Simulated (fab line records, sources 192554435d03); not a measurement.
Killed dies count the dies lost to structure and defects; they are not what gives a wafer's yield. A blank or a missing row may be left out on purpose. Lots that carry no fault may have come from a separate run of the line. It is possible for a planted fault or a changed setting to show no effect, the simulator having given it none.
fab line records	flow n5Finfet
record lots=9	wafers=27	lastDay=20
route steps=1938 shown SD_EPI_N@272 SD_EPI_P@310 BEOL_M4@1111 PASSIVATION@1936
lots that met no fault: taken from a fault-free run of the same line
startH: hours from the record's opening day to when the first of the lot's shown wafers began	waitH: how many hours have passed since the lot's step before this one	" same as the row above	L1.1+2: several wafers, shown together as one row	- value missing, or start not given	* or withheld: withheld	< > ~ a bound
route shown NAME@n: names a module that has steps shown in the file, with the first one's number in the route	usual: the fault-free wafers' mean and standard deviation	same: alike in all rows	chamber/n: place in a boat	sites: each site's reading	_std_site: their standard deviation	_edge_site: outer sites' mean less inner sites'	radiusMm: for every site, how far away it sits from the centre of the wafer	mask NAME#n: copy n	behind: the most recent tool/chamber to have shaped the wafer	hold: cause of the lot's hold/its duration in hours/its outcome	device: the transistor (n, p or np) that didn't switch	end of line: the same wafers' tests at the end of the route	for a step that has no rows: nothing shown but its recipe	killed: dies lost to structure and defects at the first sort, not the wafer's yield	map: dies across one wafer; x = killed, . = not, _ = none there
set.NAME: the setting the step ran with; set.NAME@STEP: the setting that earlier step ran with	model.NAME: the simulator's own value behind a step, which no gauge read
the route's steps for a sample of lots (tables are steps, rows are wafers)
services: when a tool's chamber went out of use (startH, in hours from the record's first day, below 0 if earlier), for how many hours, and the reason
## steps
# step N5_SD_EPI_N_INSPECT_11
# recipe mode=adi	inspectInstrument=macro
# usual rawDefectCount=2.1/1.4
lot.wafer	tool	chamber	startH	waitH	rawDefectCount
L461.1	defectInspect-02	-	50.15	0.0	3
L461.3	"	-	"	"	0
L461.5	"	-	"	"	2
L463.1	defectInspect-01	-	61.99	0.0	3
L463.2	"	-	"	"	6
L463.4	"	-	"	"	2
L464.2	defectInspect-02	-	67.63	0.0	3
L464.5	"	-	"	"	2
L464.6	"	-	"	"	0
L473.2	defectInspect-01	-	120.95	0.0	2
L473.3	"	-	"	"	0
L473.4	"	-	"	"	3
L474.1	defectInspect-01	-	126.75	0.0	2
L474.4	"	-	"	"	4
L474.6	"	-	"	"	1
L475.1	defectInspect-01	-	131.96	0.0	0
L475.2	"	-	"	"	4
L475.4	"	-	"	"	2
L481.1	defectInspect-01	-	173.89	0.0	0
L481.2	"	-	"	"	2
L481.3	"	-	"	"	3
L483.2	defectInspect-02	-	184.57	0.0	4
L483.3	"	-	"	"	2
L483.6	"	-	"	"	2
L484.1	defectInspect-02	-	185.69	0.0	1
L484.2	"	-	"	"	2
L484.5	"	-	"	"	0
# step N5_SD_EPI_N_ETCH_34
# recipe chemistry=CF4	target=SiARC	targetDepthA=455	maskMaterial=CAR-ArF-block	timeS=75.8	ionEnergyEv=80	pressureMtorr=40	sourceW=545	biasW=36	Ar_flow_sccm=100	cf4FlowSccm=100	ends=cleared
# usual drypumpMotorCurrentA=5.9/0.47	etchRfOnTimeS=76.0/1	oesProductAu=0.67/0.066	rfFwdPowerW=539.7/2.4	rfVppV=184.4/1	showerheadPlenumPTorr=2.16/0.052	throttleValvePct=15.70/0.16
lot.wafer	tool	chamber	startH	waitH	drypumpMotorCurrentA	etchRfOnTimeS	oesProductAu	rfFwdPowerW	rfHoursCounterH	rfVppV	showerheadPlenumPTorr	throttleValvePct
L461.1	rieDiel-01	0	50.29	0.0	6.5	77.5	0.82	540.8	5	183.8	2.11	15.39
L461.3	"	1	"	"	5.7	76.2	0.68	544.3	121	184.4	2.15	15.70
L461.5	"	0	"	"	6.5	77.0	0.81	540.5	-	185.4	2.11	15.39
L463.1	rieDiel-04	2	62.06	0.0	5.5	76.4	0.64	541.5	140	182.8	2.15	15.84
L463.2	"	3	"	"	5.5	77.4	0.58	539.5	237	185.4	2.21	15.88
L463.4	"	0	"	"	6.2	76.3	0.60	538.2	-	184.2	2.20	15.74
L464.2	rieDiel-05	3	67.70	0.0	6.0	75.9	0.73	540.0	56	182.7	2.09	15.70
L464.5	"	2	"	"	6.1	76.4	0.64	541.5	-	185.2	2.21	15.87
L464.6	"	1	"	"	6.6	75.6	0.68	540.5	-	184.0	2.16	15.42
L473.2	rieDiel-05	1	121.02	0.0	6.6	75.8	0.68	542.2	126	184.7	2.15	15.45
L473.3	"	0	"	"	5.7	77.5	0.71	535.1	57	186.0	2.26	15.64
L473.4	"	3	"	"	5.9	75.7	0.71	542.0	75	182.1	2.08	15.74
L474.1	rieDiel-04	2	126.82	0.0	5.5	77.1	0.61	541.1	162	183.8	2.14	15.88
L474.4	"	1	"	"	6.3	75.9	0.58	536.2	-	185.4	2.11	15.80
L474.6	"	0	"	"	6.2	77.1	0.58	539.6	-	184.9	2.20	15.78
L475.1	rieDiel-04	0	132.61	0.0	6.2	77.3	0.58	542.3	239	184.7	2.20	15.79
L475.2	"	2	"	"	5.5	77.5	0.62	540.9	164	184.6	2.14	15.88
L475.4	"	1	"	"	6.2	76.5	0.58	535.3	240	183.0	2.11	15.82
L481.1	rieDiel-05	0	173.96	0.0	5.7	77.0	0.70	535.3	70	185.6	2.26	15.68
L481.2	"	2	"	"	6.0	76.1	0.63	541.9	192	183.8	2.21	15.92
L481.3	"	3	"	"	6.0	75.5	0.70	543.1	88	183.2	2.08	15.75
L483.2	rieDiel-01	2	184.64	0.0	5.0	75.7	0.59	539.3	246	184.3	2.19	15.67
L483.3	"	1	"	"	5.6	75.5	0.65	541.1	170	184.0	2.14	15.79
L483.6	"	0	"	"	6.5	76.5	0.74	540.3	-	183.8	2.09	15.48
L484.1	rieDiel-05	3	185.76	0.0	6.0	74.7	0.70	540.4	93	182.8	2.08	15.77
L484.2	"	0	"	"	5.7	76.3	0.70	537.0	76	184.0	2.26	15.69
L484.5	"	1	"	"	6.6	75.2	0.67	540.0	-	184.5	2.15	15.49
# step N5_SD_EPI_N_LINER_46
# recipe material=SiNx	targetThkA=30	tempC=400	aldPrecursorFamily=SiH2I2	aldCoReactant=N2/H2-plasma	pressureTorr=2
# usual heaterPowerW=859/110
lot.wafer	tool	chamber	startH	waitH	heaterPowerW
L461.1	aldSin-03	2	53.97	0.2	779
L461.3	"	1	"	"	824
L461.5	"	1	"	"	822
L463.1	aldSin-04	2	66.46	0.2	1006
L463.2	"	3	"	"	798
L463.4	"	0	"	"	874
L464.2	aldSin-04	1	72.23	0.3	774
L464.5	"	2	"	"	1023
L464.6	"	3	"	"	809
L473.2	aldSin-02	2	124.73	0.1	1051
L473.3	"	1	"	"	854
L473.4	"	0	"	"	837
L474.1	aldSin-04	1	130.48	0.2	739
L474.4	"	3	"	"	784
L474.6	"	2	"	"	1011
L475.1	aldSin-02	3	136.33	0.2	848
L475.2	"	1	"	"	846
L475.4	"	2	"	"	1072
L481.1	aldSin-03	3	179.10	0.2	744
L481.2	"	2	"	"	789
L481.3	"	0	"	"	726
L483.2	aldSin-02	1	188.66	0.1	853
L483.3	"	2	"	"	1089
L483.6	"	1	"	"	873
L484.1	aldSin-02	2	190.16	0.2	1095
L484.2	"	1	"	"	871
L484.5	"	1	"	"	873
# step N5_SD_EPI_P_ETCHBACK_46
# recipe chemistry=CH3F/O2	mode=anisotropicEtchback	target=SiNx	targetDepthA=175	stopOn=SiO2	overEtchFrac=0.3	ionEnergyEv=120	pressureMtorr=30	sourceW=395	biasW=73	Ar_flow_sccm=150	CH3F_flow_sccm=30	O2_flow_sccm=20
# usual CH3F_flow_sccm=29.99/0.087	O2_flow_sccm=20.01/0.053	drypumpMotorCurrentA=5.7/0.44	oesProductAu=0.69/0.083	rfFwdPowerW=393.3/1.2	rfVppV=295.8/2.2	showerheadPlenumPTorr=1.99/0.07	throttleValvePct=16.39/0.22
lot.wafer	tool	chamber	startH	waitH	CH3F_flow_sccm	O2_flow_sccm	drypumpMotorCurrentA	oesProductAu	rfFwdPowerW	rfHoursCounterH	rfVppV	showerheadPlenumPTorr	throttleValvePct
L461.1	rieDiel-02	3	55.12	0.0	29.91	20.02	5.8	0.71	390.2	50	293.3	1.95	16.58
L461.3	"	2	"	"	30.14	20.11	6.0	0.67	393.1	123	297.0	2.10	16.38
L461.5	"	3	"	"	30.07	20.05	5.8	0.72	392.4	-	293.8	1.95	16.58
L463.1	rieDiel-03	1	67.48	0.0	30.02	19.96	6.1	0.63	392.6	190	301.8	2.07	16.43
L463.2	"	3	"	"	30.15	20.09	5.5	0.59	393.0	237	295.5	1.88	16.50
L463.4	"	0	"	"	29.90	19.94	4.7	0.79	393.9	5	295.6	1.98	16.08
L464.2	rieDiel-06	0	73.38	0.0	29.98	19.98	5.2	0.59	394.5	238	292.8	1.98	16.55
L464.5	"	0	"	"	29.92	20.02	5.2	0.58	393.6	-	294.5	1.98	16.54
L464.6	"	3	"	"	29.97	19.96	5.4	0.62	393.3	-	296.6	2.00	16.63
L473.2	rieDiel-02	2	126.25	0.0	30.01	20.02	6.0	0.64	393.2	148	296.6	2.09	16.41
L473.3	"	3	"	"	30.05	20.01	5.8	0.69	392.6	76	295.1	1.94	16.62
L473.4	"	1	"	"	30.05	20.06	6.3	0.81	393.0	9	295.1	2.05	16.05
L474.1	rieDiel-02	3	131.63	0.0	30.10	19.94	5.8	0.69	394.1	77	294.0	1.94	16.62
L474.4	"	0	"	"	30.01	20.03	5.7	0.83	395.1	5	293.2	1.97	16.14
L474.6	"	2	"	"	29.95	19.95	6.0	0.64	394.7	-	298.1	2.09	16.42
L475.1	rieDiel-02	2	137.44	0.0	30.02	19.92	6.0	0.64	394.1	151	298.6	2.09	16.43
L475.2	"	0	"	"	30.07	20.08	5.6	0.82	392.7	7	294.0	1.97	16.16
L475.4	"	1	"	"	29.88	19.99	6.3	0.80	393.5	12	294.7	2.05	16.06
L481.1	rieDiel-02	3	180.25	0.0	30.13	20.00	5.8	0.68	392.2	89	294.0	1.94	16.65
L481.2	"	0	"	"	30.01	19.99	5.6	0.79	393.2	17	292.7	1.97	16.17
L481.3	"	1	"	"	29.86	20.06	6.3	0.78	395.1	23	294.5	2.05	16.08
L483.2	rieDiel-02	1	189.93	0.0	-	-	-	-	-	-	-	-	-
L483.3	"	3	"	"	-	-	-	-	-	-	-	-	-
L483.6	"	1	"	"	-	-	-	-	-	-	-	-	-
L484.1	rieDiel-02	2	191.29	0.0	-	-	-	-	-	-	-	-	-
L484.2	"	0	"	"	-	-	-	-	-	-	-	-	-
L484.5	"	0	"	"	-	-	-	-	-	-	-	-	-
# step N5_BEOL_M4_RC_MEAS_101
# usual DIBL_N=36.6/1.3	DIBL_P=36.4/1.4	IOFF_N=0.167/0.023	IOFF_P=0.219/0.029	ION_N=678/8.7	ION_P=464/6.4	SS_N=71.5/0.53	SS_P=73.4/0.57	VT_N=248.5/2.8	VT_P=-249/3.1
lot.wafer	tool	chamber	startH	waitH	DIBL_N[mV/V]	DIBL_P[mV/V]	IOFF_N[nA/um]	IOFF_P[nA/um]	ION_N[uA/um]	ION_P[uA/um]	SS_N[mV/dec]	SS_P[mV/dec]	VT_N[mV]	VT_P[mV]
L461.1	prober-01	0	185.19	0.0	37.4	37.4	0.195	0.237	697	467	72.2	73.3	243.2	-248
L461.3	"	0	"	"	37.8	37.4	0.193	0.224	690	465	70.9	72.9	245.4	-249
L461.5	"	0	"	"	36.8	36.8	0.171	0.216	683	465	71.2	73.5	248.1	-250
L464.2	prober-02	0	193.25	0.2	35.6	34.5	0.152	0.219	676	470	71.3	73.5	247.8	-246
L464.5	"	0	"	"	37.3	36.0	0.181	0.244	685	472	71.9	73.3	246.9	-247
L464.6	"	0	"	"	36.9	36.0	0.180	0.244	679	468	71.7	73.9	249.0	-245
L463.1	prober-02	0	196.22	0.0	35.3	33.7	0.136	0.182	658	455	70.3	73.0	255.9	-250
L463.2	"	0	"	"	34.1	32.7	0.125	0.170	659	458	70.5	72.9	253.4	-250
L463.4	"	0	"	"	34.1	33.6	0.129	0.179	668	458	70.8	72.8	253.7	-251
L473.2	prober-02	0	290.19	0.2	35.6	34.4	0.148	0.192	673	458	70.7	73.2	250.9	-250
L473.3	"	0	"	"	36.8	36.1	0.175	0.229	687	468	71.4	73.6	248.2	-248
L473.4	"	0	"	"	35.9	35.5	0.152	0.214	671	464	71.7	73.0	248.8	-248
L474.1	prober-01	0	305.05	0.0	35.5	37.1	0.165	0.201	674	460	71.6	74.1	248.2	-253
L474.4	"	0	"	"	36.0	38.0	0.177	0.215	673	457	71.8	74.1	249.4	-253
L474.6	"	0	"	"	36.7	38.3	0.189	0.210	670	455	72.2	74.1	247.0	-251
L475.1	prober-01	0	308.51	0.0	34.8	34.5	0.142	0.195	661	454	71.8	73.4	250.3	-251
L475.2	"	0	"	"	35.6	36.9	0.159	0.228	675	461	70.3	73.5	249.4	-247
L475.4	"	0	"	"	36.5	36.5	0.169	0.222	670	459	71.2	73.4	247.3	-246
L481.1	prober-01	0	334.52	0.0	39.3	37.6	0.193	0.207	689	461	71.7	74.3	245.8	-252
L481.2	"	0	"	"	37.9	37.0	0.165	0.200	679	466	71.7	73.7	249.2	-253
L481.3	"	0	"	"	37.2	36.2	0.149	0.180	672	456	71.6	73.5	252.1	-255
# step N5_PASSIVATION_PROBE_49
# usual defectLimitedYield=91.6/1.6	killed_at_M0_to_M3=32/9.7	killed_at_M4_up=13/4.4	killedAtContacts=12/6.5	killedAtFrontEnd=38/12	killedAtOther=3.7/3	killedDies=99/18	killedOnRim=13/3.9	killedOpen=66/14	killedShort=32/7.5	sort_bin_5_function=4.9/1	sort_bin_6_memory=3.2/0.73	sortNPass=1081/18	sortYieldPct=91.6/1.6
# same grossDies=1180	killedAtBackSide=0	sort_bin_4_leakage[%]=0	sort_bin_8_speed[%]=0
lot.wafer	tool	chamber	startH	waitH	defectLimitedYield[%]	killed_at_M0_to_M3	killed_at_M4_up	killedAtContacts	killedAtFrontEnd	killedAtOther	killedDies	killedOnRim	killedOpen	killedShort	sort_bin_5_function[%]	sort_bin_6_memory[%]	sortNPass	sortYieldPct[%]
L484.1	prober-02	-	454.09	0.0	0	34	11	14	1119	2	1180	152	62	40	96.0	3.4	0	0
L484.2	prober-02	-	454.14	0.1	0	39	23	16	1100	2	1180	152	85	47	95.3	4.7	0	0
L484.5	prober-02	-	454.29	0.2	0	35	19	12	1111	3	1180	152	75	23	96.9	2.8	0	0
L483.2	prober-01	-	472.01	0.1	0	33	21	6	1108	12	1180	152	96	39	95.4	4.2	0	0
L483.3	prober-01	-	472.06	0.1	0	36	15	10	1111	8	1180	152	68	36	95.6	3.8	0	0
L483.6	prober-01	-	472.21	0.3	0	46	17	6	1103	8	1180	152	88	30	96.0	3.8	0	0
# killed by level:class
L484.1 SD_EPI_P:areaEtchback=1075 MOL_CONTACT_COAG:geometricParticle:open=12 BEOL_M0_SAQP:geometricParticle:short=11 BEOL_M0_SAQP:geometricParticle:open=10 FIN_SAQP:geometricParticle:open=7 GATE_CUT:geometricParticle:short=6 STI_FIN_REVEAL:geometricParticle:open=5 DUMMY_GATE:geometricParticle:open=5
L484.2 SD_EPI_P:areaEtchback=1047 STI_FIN_REVEAL:geometricParticle:open=16 MOL_CONTACT_COAG:geometricParticle:open=14 BEOL_M4:geometricParticle:open=12 BEOL_M0_SAQP:geometricParticle:short=10 BEOL_M0_SAQP:geometricParticle:open=9 BEOL_M3:geometricParticle:open=9 GATE_CUT:geometricParticle:short=7
L484.5 SD_EPI_P:areaEtchback=1082 BEOL_M0_SAQP:geometricParticle:open=13 MOL_CONTACT_COAG:geometricParticle:open=11 STI_FIN_REVEAL:geometricParticle:open=8 BEOL_M0_SAQP:geometricParticle:short=8 BEOL_M4:geometricParticle:open=8 FIN_SAQP:geometricParticle:open=6 BEOL_M2:geometricParticle:open=4
L483.2 SD_EPI_P:areaEtchback=1045 STI_FIN_REVEAL:geometricParticle:open=17 FIN_SAQP:geometricParticle:open=15 BEOL_M4:geometricParticle:open=13 FIN_SAQP:geometricParticle:short=12 BEOL_M3:geometricParticle:open=12 BEOL_M2:geometricParticle:open=9 BEOL_M1:geometricParticle:open=8
L483.3 SD_EPI_P:areaEtchback=1075 STI_FIN_REVEAL:geometricParticle:open=12 BEOL_M3:geometricParticle:open=10 BEOL_M4:geometricParticle:open=10 MOL_CONTACT_COAG:geometricParticle:short=7 BEOL_M2:geometricParticle:open=7 FIN_SAQP:geometricParticle:open=6 FIN_SAQP:geometricParticle:short=6
L483.6 SD_EPI_P:areaEtchback=1062 BEOL_M3:geometricParticle:open=15 STI_FIN_REVEAL:geometricParticle:open=14 BEOL_M1:geometricParticle:open=12 BEOL_M4:geometricParticle:open=11 FIN_SAQP:geometricParticle:short=9 DUMMY_GATE:geometricParticle:open=8 MOL_CONTACT_COAG:geometricParticle:open=5
## services
tool	chamber	startH	hours	kind
rieDiel-06	0	28.99	6.7	repair
aldSin-03	-	29.30	6.0	pm
rieDiel-01	-	31.91	2.8	pm
rieDiel-04	1	61.26	8.9	repair
aldSin-02	-	68.15	0.8	repair
aldSin-02	-	85.54	14.0	pm
rieDiel-02	1	86.29	-	clean
rieDiel-02	1	86.29	-	consumableReplace:focusRing
rieDiel-03	1	92.93	14.9	repair
rieDiel-04	-	119.54	2.3	repair
aldSin-02	1	121.26	3.1	repair
rieDiel-06	2	125.76	11.1	repair
rieDiel-05	-	132.88	14.6	pm
rieDiel-03	1	145.19	1.6	repair
aldSin-02	1	154.93	13.9	repair
rieDiel-06	-	158.33	2.8	pm
rieDiel-06	2	163.27	9.2	repair
rieDiel-05	1	173.90	8.8	repair
rieDiel-04	1	176.16	8.1	repair
rieDiel-03	-	177.21	0.8	repair
aldSin-04	-	178.82	14.0	pm
rieDiel-01	0	182.28	1.9	repair
aldSin-02	3	182.80	13.9	repair
rieDiel-01	2	190.80	1.6	repair
## key
firstSign step=N5_SD_EPI_P_ETCHBACK_46	reading=toolRecord	direction=missing
effect step=N5_PASSIVATION_PROBE_49	reading=sort_bin_5_function	direction=up	sigmas=89	usual=4.9	struck=95.9
moreKillsBornAt N5_SD_EPI_P_ETCHBACK_46@rieDiel-02=6386
metAt N5_SD_EPI_P_ETCHBACK_46
struckLots L483,L484
laterRowsLeftOut L483.2,L483.3,L483.6,L484.1,L484.2,L484.5
notActingAt N5_SD_EPI_N_INSPECT_11,N5_SD_EPI_N_ETCH_34,N5_SD_EPI_N_LINER_46
onsetBetween 180.25 189.93
fault kind=skippedStepWhole	tool=rieDiel-02	chamber=-	onsetH=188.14	steps=N5_SD_EPI_P_ETCHBACK_46	scope=struckLotsOnly
# laterRowsLeftOut: the simulator's readings of these wafers behind a module that went badly wrong aren't trusted and aren't shown, but for the sort
